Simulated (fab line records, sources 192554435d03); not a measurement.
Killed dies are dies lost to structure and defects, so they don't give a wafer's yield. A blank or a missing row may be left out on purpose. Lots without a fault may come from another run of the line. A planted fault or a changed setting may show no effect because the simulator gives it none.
fab line records | flow n5_finfet | part 1 of 2: steps 1 to 23 of 33
record lots=5 wafers=15 last_day=19
route steps=1938 shown WELL_APT@47 PMOS_HMC_CHANNEL_EPI@57
lots that met no fault: from a run of the same line without faults
start_h: hours from the record's first day to the start of the lot's first wafer shown | wait_h: hours since the lot's step before | " the same as in the row above | L1.1+2: a row that stands for several wafers | - no value, or no start given | * or withheld: withheld | < > ~ a bound
route shown NAME@n: a module of which the file shows steps, and the number in the route of the first | usual: mean/standard deviation of fault-free wafers | same: alike in all rows | chamber/n: place in a boat | sites: the reading at each site | _std_site: their standard deviation | _edge_site: outer sites' mean less inner sites' | radius_mm: how far each site lies from the wafer's centre | mask NAME#n: copy n | behind: the tool/chamber that last shaped the wafer | hold: why the lot was held/for how many hours/how that ended | device: the transistor (n, p or np) that didn't switch | end of line: the same wafers' tests at the end of the route | a step without rows: its recipe alone | killed: dies lost to structure and defects at the first sort, not the wafer's yield | map: a wafer's dies, x killed, . not, _ none there
set.NAME: the setting as run; set.NAME@STEP: as run at that earlier step | model.NAME: the simulator's own value behind a step, which no gauge read
lots at some steps of the route; a table a step, a row a wafer
services: from which hour (start_h, from the record's first day; less than 0 if before it) a tool's chamber was out of use, for how many hours, and why
## steps
# step N5_WELL_APT_IMPLANT_31
# recipe species=B energy_kev=60 dose_cm2=1.5e+13 tilt_deg=0 rotation_deg=0
# columns lot.wafer tool chamber start_h wait_h
L075.1+3+6 implanter-01 0 20.96 0.1
L079.2+3+6 implanter-01 0 45.29 0.1
L084.2+3+6 implanter-02 0 75.28 0.1
L096.1+4+5 implanter-01 0 147.19 0.1
L097.1+2+6 implanter-02 0 153.54 0.1
# step N5_WELL_APT_IMPLANT_32
# recipe species=BF2 energy_kev=50 dose_cm2=2e+13 tilt_deg=0 rotation_deg=0
# columns lot.wafer tool chamber start_h wait_h
L075.1+3+6 implanter-01 0 21.14 0.1
L079.2+3+6 implanter-01 0 45.47 0.1
L084.2+3+6 implanter-02 0 75.46 0.1
L096.1+4+5 implanter-01 0 147.37 0.1
L097.1+2+6 implanter-02 0 153.72 0.1
# step N5_WELL_APT_STRIP_33
# recipe chemistry=SPM time_s=900 temp_c=130 h2so4_h2o2_vol_ratio=4 dry=ipa_marangoni
# columns lot.wafer tool chamber start_h wait_h
L075.1+3+6 wet_bench-05 0,1,5 21.34 0.2
L079.2+3+6 wet_bench-02 3,0,1 45.66 0.2
L084.2+3+6 wet_bench-05 4,1,5 75.64 0.1
L096.1+4+5 wet_bench-02 7,4,2 147.58 0.2
L097.1+2+6 wet_bench-06 3,7,4 153.94 0.2
# step N5_WELL_APT_RTA_34
# recipe temp_c=1000 time_s=10 ambient=N2 idle_temp_c=600 ramp_up_c_per_s=150 ramp_down_c_per_s=60 cool_to_c=600
# usual lamp_power_pct=13.01/0.054 lamp_zone_1_pct=12.997/0.028 wafer_temp_C_max=1003.7/1.1
# columns lot.wafer tool chamber start_h wait_h lamp_power_pct lamp_zone_1_pct wafer_temp_C_max
L075.1 rtp_anneal-01 0 21.89 0.3 13.07 12.983 1005.9
L075.3 " 0 " " 13.06 12.999 1002.8
L075.6 " 0 " " 12.89 13.001 1003.8
L079.2 rtp_anneal-02 0 45.99 0.1 13.06 12.966 1004.5
L079.3 " 0 " " 13.01 12.973 1002.4
L079.6 " 0 " " 12.98 12.970 1003.5
L084.2 rtp_anneal-01 0 75.94 0.0 13.00 12.975 1003.8
L084.3 " 0 " " 12.94 12.988 1004.5
L084.6 " 0 " " 12.92 13.015 1002.5
L096.1 rtp_anneal-02 0 147.88 0.0 12.95 12.927 1003.2
L096.4 " 0 " " 13.03 12.947 1003.8
L096.5 " 0 " " 13.03 12.998 1003.8
L097.1 rtp_anneal-01 0 154.24 0.0 13.09 13.007 1002.7
L097.2 " 0 " " 12.99 13.014 1004.3
L097.6 " 0 " " 13.11 13.034 1003.8
# step N5_WELL_APT_OXIDE_STRIP_42
# recipe chemistry=dHF dilution=25:1 time_s=45 temp_c=25 target=SiO2 target_depth_a=120
# columns lot.wafer tool chamber start_h wait_h
L075.1+3+6 wet_bench-06 1,6,7 22.15 0.2
L079.2+3+6 wet_bench-05 5,3,7 46.11 0.1
L084.2+3+6 wet_bench-02 7,4,5 76.06 0.1
L096.1+4+5 wet_bench-02 1,4,2 148.02 0.1
L097.1+2+6 wet_bench-06 3,2,0 154.39 0.1
# step N5_WELL_APT_PRECLEAN_36
# recipe chemistry=O3/DIW time_s=45 temp_c=22 o3_ppm=10
# columns lot.wafer tool chamber start_h wait_h
L075.1+3+6 wet_bench-06 1,6,7 22.17 0.0
L079.2+3+6 wet_bench-05 5,3,7 46.13 0.0
L084.2+3+6 wet_bench-02 7,4,5 76.08 0.0
L096.1+4+5 wet_bench-02 1,4,2 148.04 0.0
L097.1+2+6 wet_bench-06 3,2,0 154.40 0.0
# step N5_WELL_APT_PRECLEAN_39
# recipe chemistry=dHF time_s=60 dilution=150:1 temp_c=25
# columns lot.wafer tool chamber start_h wait_h
L075.1+3+6 wet_bench-06 1,6,7 22.18 0.0
L079.2+3+6 wet_bench-05 5,3,7 46.14 0.0
L084.2+3+6 wet_bench-02 7,4,5 76.09 0.0
L096.1+4+5 wet_bench-02 1,4,2 148.05 0.0
L097.1+2+6 wet_bench-06 3,2,0 154.42 0.0
# step N5_WELL_APT_SRD_37
# recipe dry=ipa_marangoni do_ppb=5 time_s=30 temp_c=23 rinse_liquid=diw
# columns lot.wafer tool chamber start_h wait_h
L075.1+3+6 wet_bench-06 1,6,7 22.20 0.0
L079.2+3+6 wet_bench-05 5,3,7 46.16 0.0
L084.2+3+6 wet_bench-02 7,4,5 76.11 0.0
L096.1+4+5 wet_bench-02 1,4,2 148.07 0.0
L097.1+2+6 wet_bench-06 3,2,0 154.43 0.0
# step N5_WELL_APT_EPI_41
# recipe material=Si target_thk_a=500 temp_c=650 precursor=SiH4/H2 pressure_torr=20 time_s=297.7
# usual throttle_valve_pct=11.46/0.2
# columns lot.wafer tool chamber start_h wait_h throttle_valve_pct
L075.1 epi_rpcvd-01 0 22.24 0.0 11.46
L075.3 " 0 " " 11.68
L075.6 " 0 " " 11.91
L079.2 epi_rpcvd-01 0 46.31 0.1 11.18
L079.3 " 0 " " 11.67
L079.6 " 0 " " 11.46
L084.2 epi_rpcvd-03 0 76.25 0.1 11.74
L084.3 " 0 " " 11.42
L084.6 " 0 " " 11.59
L096.1 epi_rpcvd-03 0 148.12 0.0 11.48
L096.4 " 0 " " 11.49
L096.5 " 0 " " 11.27
L097.1 epi_rpcvd-04 0 154.49 0.0 11.12
L097.2 " 0 " " 11.16
L097.6 " 0 " " 10.99
# step N5_WELL_APT_INSPECT_38
# recipe inspect_instrument=darkfield mode=post_epi
# usual raw_defect_count=14/6.1
# columns lot.wafer tool chamber start_h wait_h raw_defect_count
L075.1 defect_inspect-02 - 22.88 0.5 16
L075.3 " - " " 14
L075.6 " - " " 18
L079.2 defect_inspect-02 - 46.84 0.4 12
L079.3 " - " " 6
L079.6 " - " " 13
L084.2 defect_inspect-02 - 76.79 0.4 21
L084.3 " - " " 10
L084.6 " - " " 24
L096.1 defect_inspect-01 - 148.76 0.5 21
L096.4 " - " " 24
L096.5 " - " " 16
L097.1 defect_inspect-01 - 155.32 0.7 20
L097.2 " - " " 10
L097.6 " - " " 6
# step N5_PMOS_HMC_CHANNEL_EPI_HM_DEP_34
# recipe material=SiO2 target_thk_a=360 temp_c=400 precursor=TEOS/O2 pressure_torr=6.5 rf_w=900 teos_flow_sccm=161.4 gas=O2 flow_sccm=2650 time_s=6.9
# usual heater_power_outer_w=264/49 heater_power_w=499/61 showerhead_plenum_p_Torr=8.340/0.03 throttle_valve_pct=18.8/0.67
# columns lot.wafer tool chamber start_h wait_h heater_power_outer_w heater_power_w showerhead_plenum_p_Torr throttle_valve_pct
L075.1 pecvd-03 1 22.92 0.0 285 501 8.349 19.1
L075.3 " 0 " " 275 509 8.335 18.6
L075.6 " 0 " " 265 514 8.345 18.6
L079.2 pecvd-04 1 46.88 0.0 241 489 8.389 18.8
L079.3 " 0 " " 166 368 8.310 18.7
L079.6 " 2 " " 201 423 8.320 17.8
L084.2 pecvd-02 2 76.83 0.0 240 503 8.312 17.7
L084.3 " 1 " " 246 455 8.358 20.1
L084.6 " 1 " " 245 446 8.333 20.0
L096.1 pecvd-02 0 148.80 0.0 342 623 8.277 19.7
L096.4 " 1 " " 288 497 8.336 20.3
L096.5 " 2 " " 274 544 8.295 18.1
L097.1 pecvd-04 1 155.36 0.0 233 477 8.393 18.9
L097.2 " 0 " " 255 493 8.333 18.8
L097.6 " 1 " " 239 489 8.414 19.0
# step N5_PMOS_HMC_CHANNEL_EPI_COAT_31
# recipe resist=BARC temp_c=205 time_s=60 spin_rpm=1500 resist_thk_nm=66
# usual heater_power_total_W=391.7/1.3 resist_line_temp_C=23.00/0.098
# columns lot.wafer tool chamber start_h wait_h heater_power_total_W resist_line_temp_C
L075.1 litho_track-04 0 22.97 0.0 392.4 23.14
L075.3 " 0 " " 389.8 23.11
L075.6 " 0 " " 392.0 23.18
L079.2 litho_track-01 0 46.93 0.0 390.3 22.88
L079.3 " 0 " " 393.1 22.96
L079.6 " 0 " " 391.8 23.15
L084.2 litho_track-02 0 76.88 0.0 392.6 23.07
L084.3 " 0 " " 390.5 22.90
L084.6 " 0 " " 392.9 22.89
L096.1 litho_track-02 0 148.85 0.0 391.8 23.07
L096.4 " 0 " " 391.0 23.06
L096.5 " 0 " " 392.2 22.96
L097.1 litho_track-02 0 155.41 0.0 389.6 22.82
L097.2 " 0 " " 391.9 22.96
L097.6 " 0 " " 392.7 22.82
# step N5_PMOS_HMC_CHANNEL_EPI_COAT_03
# recipe resist=CAR-ArF-block spin_rpm=1500 resist_thk_nm=205
# usual resist_line_temp_C=23.00/0.11
# columns lot.wafer tool chamber start_h wait_h resist_line_temp_C
L075.1 litho_track-04 0 - - 23.04
L075.3 " 0 " " 23.06
L075.6 " 0 " " 23.25
L079.2 litho_track-01 0 - - 22.88
L079.3 " 0 " " 23.00
L079.6 " 0 " " 23.05
L084.2 litho_track-02 0 - - 23.03
L084.3 " 0 " " 22.93
L084.6 " 0 " " 22.95
L096.1 litho_track-02 0 - - 22.94
L096.4 " 0 " " 23.10
L096.5 " 0 " " 23.02
L097.1 litho_track-02 0 - - 22.83
L097.2 " 0 " " 22.82
L097.6 " 0 " " 22.74
# step N5_PMOS_HMC_CHANNEL_EPI_EBR_05
# recipe solvent=PGMEA ebr_width_mm=1.5
# usual resist_line_temp_C=22.98/0.11
# columns lot.wafer tool chamber start_h wait_h resist_line_temp_C
L075.1 litho_track-04 0 - - 22.87
L075.3 " 0 " " 22.94
L075.6 " 0 " " 22.96
L079.2 litho_track-01 0 - - 22.98
L079.3 " 0 " " 22.82
L079.6 " 0 " " 22.93
L084.2 litho_track-02 0 - - 22.85
L084.3 " 0 " " 22.82
L084.6 " 0 " " 22.95
L096.1 litho_track-02 0 - - 22.92
L096.4 " 0 " " 23.00
L096.5 " 0 " " 22.91
L097.1 litho_track-02 0 - - 22.85
L097.2 " 0 " " 22.86
L097.6 " 0 " " 22.88
# step N5_PMOS_HMC_CHANNEL_EPI_SOFTBAKE_04
# recipe temp_c=110 time_s=60 resist=CAR-ArF-block
# usual heater_power_total_W=175.4/1.6 resist_line_temp_C=22.99/0.11
# columns lot.wafer tool chamber start_h wait_h heater_power_total_W resist_line_temp_C
L075.1 litho_track-04 0 - - 173.0 23.07
L075.3 " 0 " " 177.5 22.93
L075.6 " 0 " " 177.7 22.91
L079.2 litho_track-01 0 - - 173.5 22.90
L079.3 " 0 " " 176.6 22.80
L079.6 " 0 " " 177.1 22.86
L084.2 litho_track-02 0 - - 175.5 22.87
L084.3 " 0 " " 173.3 23.06
L084.6 " 0 " " 177.6 23.02
L096.1 litho_track-02 0 - - 174.6 22.93
L096.4 " 0 " " 173.6 23.07
L096.5 " 0 " " 177.5 22.97
L097.1 litho_track-02 0 - - 176.1 23.06
L097.2 " 0 " " 177.2 23.21
L097.6 " 0 " " 177.2 23.01
# step N5_PMOS_HMC_CHANNEL_EPI_EXPOSE_06
# recipe mask_id=PMOS_HMC_BLK na=1.35 source_shape=conventional sigma_outer=0.8 polarization=unpolarized target_cd_nm=240 dose_mj=41
# usual reticle_temp_C=23.01/0.1
# columns lot.wafer tool chamber start_h wait_h mask reticle_temp_C
L075.1 arfi_scanner-03 0 23.20 - PMOS_HMC_BLK#0 23.14
L075.3 " 0 " " PMOS_HMC_BLK#0 22.86
L075.6 " 0 " " PMOS_HMC_BLK#0 23.05
L079.2 arfi_scanner-03 0 47.04 - PMOS_HMC_BLK#0 22.98
L079.3 " 0 " " PMOS_HMC_BLK#0 22.93
L079.6 " 0 " " PMOS_HMC_BLK#0 22.85
L084.2 arfi_scanner-01 0 76.99 - PMOS_HMC_BLK#0 22.90
L084.3 " 0 " " PMOS_HMC_BLK#0 23.00
L084.6 " 0 " " PMOS_HMC_BLK#0 23.01
L096.1 arfi_scanner-01 0 149.08 - PMOS_HMC_BLK#0 23.04
L096.4 " 0 " " PMOS_HMC_BLK#0 23.19
L096.5 " 0 " " PMOS_HMC_BLK#0 23.12
L097.1 arfi_scanner-01 0 155.51 - PMOS_HMC_BLK#0 22.89
L097.2 " 0 " " PMOS_HMC_BLK#0 22.88
L097.6 " 0 " " PMOS_HMC_BLK#0 22.79
# step N5_PMOS_HMC_CHANNEL_EPI_PEB_07
# recipe peb_temp_c=110 peb_time_s=60 resist=CAR-ArF-block
# usual heater_power_total_W=175.4/1.6 resist_line_temp_C=23.02/0.093
# columns lot.wafer tool chamber start_h wait_h heater_power_total_W resist_line_temp_C
L075.1 litho_track-04 0 23.25 0.1 177.6 23.02
L075.3 " 0 " " 177.1 23.06
L075.6 " 0 " " 177.5 22.98
L079.2 litho_track-02 0 47.09 0.0 173.0 23.03
L079.3 " 0 " " 174.7 22.94
L079.6 " 0 " " 176.3 22.83
L084.2 litho_track-04 0 77.04 0.0 177.0 23.04
L084.3 " 0 " " 177.3 23.02
L084.6 " 0 " " 175.9 23.01
L096.1 litho_track-01 0 149.13 0.1 177.5 23.00
L096.4 " 0 " " 174.8 22.89
L096.5 " 0 " " 173.1 22.84
L097.1 litho_track-02 0 155.57 0.1 177.5 23.09
L097.2 " 0 " " 175.9 22.84
L097.6 " 0 " " 173.0 22.89
# step N5_PMOS_HMC_CHANNEL_EPI_DEVELOP_08
# recipe develop_time_s=30 developer=TMAH resist=CAR-ArF-block dev_temp_c=23 rinse_liquid=diw dry=air_spin
# usual developer_temp_C=23.01/0.12 resist_line_temp_C=22.99/0.11
# columns lot.wafer tool chamber start_h wait_h developer_temp_C resist_line_temp_C
L075.1 litho_track-04 0 - - 23.03 22.98
L075.3 " 0 " " 22.99 23.09
L075.6 " 0 " " 23.01 23.01
L079.2 litho_track-02 0 - - 22.91 23.07
L079.3 " 0 " " 22.89 22.87
L079.6 " 0 " " 22.96 23.04
L084.2 litho_track-04 0 - - 22.98 23.04
L084.3 " 0 " " 23.07 23.13
L084.6 " 0 " " 23.05 23.04
L096.1 litho_track-01 0 - - 22.99 22.95
L096.4 " 0 " " 23.17 22.93
L096.5 " 0 " " 22.95 23.13
L097.1 litho_track-02 0 - - 22.90 23.16
L097.2 " 0 " " 22.88 22.99
L097.6 " 0 " " 22.85 23.09
# step N5_PMOS_HMC_CHANNEL_EPI_CD_MEAS_09
# recipe target_cd_nm=237.4 landing_energy_ev=500 detector=se_inlens
# usual cd_nm=237.4/0.98
# columns lot.wafer tool chamber start_h wait_h cd_nm
L075.1 cd_sem-01 0 23.32 - 238.8
L075.3 " 0 " " 240.4
L075.6 " 0 " " 240.3
L079.2 cd_sem-02 0 47.16 - 237.0
L079.3 " 0 " " 238.0
L079.6 " 0 " " 237.6
L084.2 cd_sem-02 0 77.11 - 237.5
L084.3 " 0 " " 238.1
L084.6 " 0 " " 237.8
L096.1 cd_sem-01 0 149.20 - 235.5
L096.4 " 0 " " 236.1
L096.5 " 0 " " 236.3
L097.1 cd_sem-01 0 155.64 - 237.3
L097.2 " 0 " " 237.9
L097.6 " 0 " " 237.8
# step N5_PMOS_HMC_CHANNEL_EPI_OVL_MEAS_10
# recipe points_per_wafer=44
# usual PMOS_HMC_BLK_OVL=0.1/0.76
# columns lot.wafer tool chamber start_h wait_h PMOS_HMC_BLK_OVL[nm]
L075.1 overlay-02 0 23.35 0.0 0.1
L075.3 " 0 " " 0.8
L075.6 " 0 " " 0.4
L079.2 overlay-02 0 47.19 0.0 -0.5
L079.3 " 0 " " -1.3
L079.6 " 0 " " -1.1
L084.2 overlay-02 0 77.15 0.0 0.7
L084.3 " 0 " " 1.3
L084.6 " 0 " " 1.1
L096.1 overlay-01 0 149.23 0.0 0.8
L096.4 " 0 " " 0.6
L096.5 " 0 " " -0.3
L097.1 overlay-02 0 155.67 0.0 0.4
L097.2 " 0 " " -0.2
L097.6 " 0 " " -0.6
# step N5_PMOS_HMC_CHANNEL_EPI_INSPECT_11
# recipe mode=adi inspect_instrument=macro
# usual raw_defect_count=2.0/1.4
# columns lot.wafer tool chamber start_h wait_h raw_defect_count
L075.1 defect_inspect-02 - 23.37 0.0 3
L075.3 " - " " 2
L075.6 " - " " 5
L079.2 defect_inspect-01 - 47.21 0.0 1
L079.3 " - " " 0
L079.6 " - " " 3
L084.2 defect_inspect-01 - 77.18 0.0 4
L084.3 " - " " 1
L084.6 " - " " 2
L096.1 defect_inspect-01 - 149.25 0.0 2
L096.4 " - " " 1
L096.5 " - " " 1
L097.1 defect_inspect-01 - 155.69 0.0 5
L097.2 " - " " 0
L097.6 " - " " 3
# step N5_PMOS_HMC_CHANNEL_EPI_DESCUM_14
# recipe chemistry=O2 time_s=7.9 source_power_w=50 bias_power_w=20 pressure_mtorr=20 rf_frequency_hz=2.712e+07 temp_c=40 resist=CAR-ArF-block o2_flow_sccm=225
# usual drypump_motor_current_A=5.4/0.56 oes_product_au=0.81/0.077 rf_vpp_V=243.3/1.2 showerhead_plenum_p_Torr=2.10/0.061 throttle_valve_pct=20.46/0.25
# columns lot.wafer tool chamber start_h wait_h drypump_motor_current_A oes_product_au rf_hours_counter_h rf_vpp_V showerhead_plenum_p_Torr throttle_valve_pct
L075.1 rie_diel-01 2 23.41 0.0 5.8 0.84 46 246.4 2.23 20.45
L075.3 " 1 " " 5.8 0.74 143 241.5 2.02 20.56
L075.6 " 0 " " 6.0 0.75 - 242.2 2.12 20.70
L079.2 rie_diel-03 0 47.25 0.0 5.5 0.72 235 244.9 2.15 20.65
L079.3 " 1 " " 5.0 0.88 55 240.3 2.04 20.64
L079.6 " 2 " " 5.0 0.84 - 245.3 2.15 20.45
L084.2 rie_diel-06 3 77.21 0.0 6.0 0.79 117 242.6 2.12 20.40
L084.3 " 2 " " 5.9 0.78 125 246.0 2.17 20.17
L084.6 " 3 " " 6.0 0.80 - 244.0 2.12 20.42
L096.1 rie_diel-01 3 149.29 0.0 6.3 0.88 30 242.9 2.05 20.10
L096.4 " 1 " " 5.8 0.72 180 240.7 2.01 20.63
L096.5 " 3 " " 6.3 0.89 - 242.4 2.05 20.09
L097.1 rie_diel-03 0 155.86 0.2 5.5 0.95 6 244.1 2.14 20.25
L097.2 " 3 " " 4.7 0.76 125 242.0 2.02 20.51
L097.6 " 1 " " 5.0 0.84 - 243.3 2.03 20.71
# step N5_PMOS_HMC_CHANNEL_EPI_ETCH_32
# recipe chemistry=N2/H2 target=BARC stop_on=SiO2 target_depth_a=858 over_etch_frac=0.3 time_s=50.3 ion_energy_ev=200 mask_material=CAR-ArF-block pressure_mtorr=30 source_w=840 bias_w=150 n2_flow_sccm=200 h2_flow_sccm=200
# usual drypump_motor_current_A=5.5/0.57 oes_product_au=0.69/0.065 rf_vpp_V=524.1/2.4 showerhead_plenum_p_Torr=2.55/0.077 throttle_valve_pct=17.89/0.25
# columns lot.wafer tool chamber start_h wait_h drypump_motor_current_A oes_product_au rf_hours_counter_h rf_vpp_V showerhead_plenum_p_Torr throttle_valve_pct
L075.1 rie_diel-01 2 23.44 0.0 5.9 0.73 46 528.3 2.69 17.71
L075.3 " 1 " " 5.8 0.64 143 521.7 2.45 17.98
L075.6 " 0 " " 6.1 0.64 - 523.4 2.56 17.96
L079.2 rie_diel-03 0 47.28 0.0 5.5 0.61 235 525.3 2.62 18.16
L079.3 " 1 " " 5.0 0.73 55 522.6 2.48 18.03
L079.6 " 2 " " 5.1 0.72 - 526.5 2.60 17.82
L084.2 rie_diel-06 3 77.24 0.0 6.0 0.68 117 523.9 2.55 17.66
L084.3 " 2 " " 5.9 0.66 125 528.7 2.66 17.81
L084.6 " 3 " " 6.0 0.67 - 525.3 2.55 17.67
L096.1 rie_diel-01 3 149.32 0.0 6.3 0.77 30 521.9 2.47 17.38
L096.4 " 1 " " 5.8 0.63 180 520.2 2.44 18.06
L096.5 " 3 " " 6.3 0.77 - 522.9 2.47 17.37
L097.1 rie_diel-03 0 155.89 0.0 5.5 0.82 6 525.4 2.62 17.73
L097.2 " 3 " " 4.7 0.66 125 522.7 2.45 18.01
L097.6 " 1 " " 5.0 0.70 - 522.6 2.47 18.11
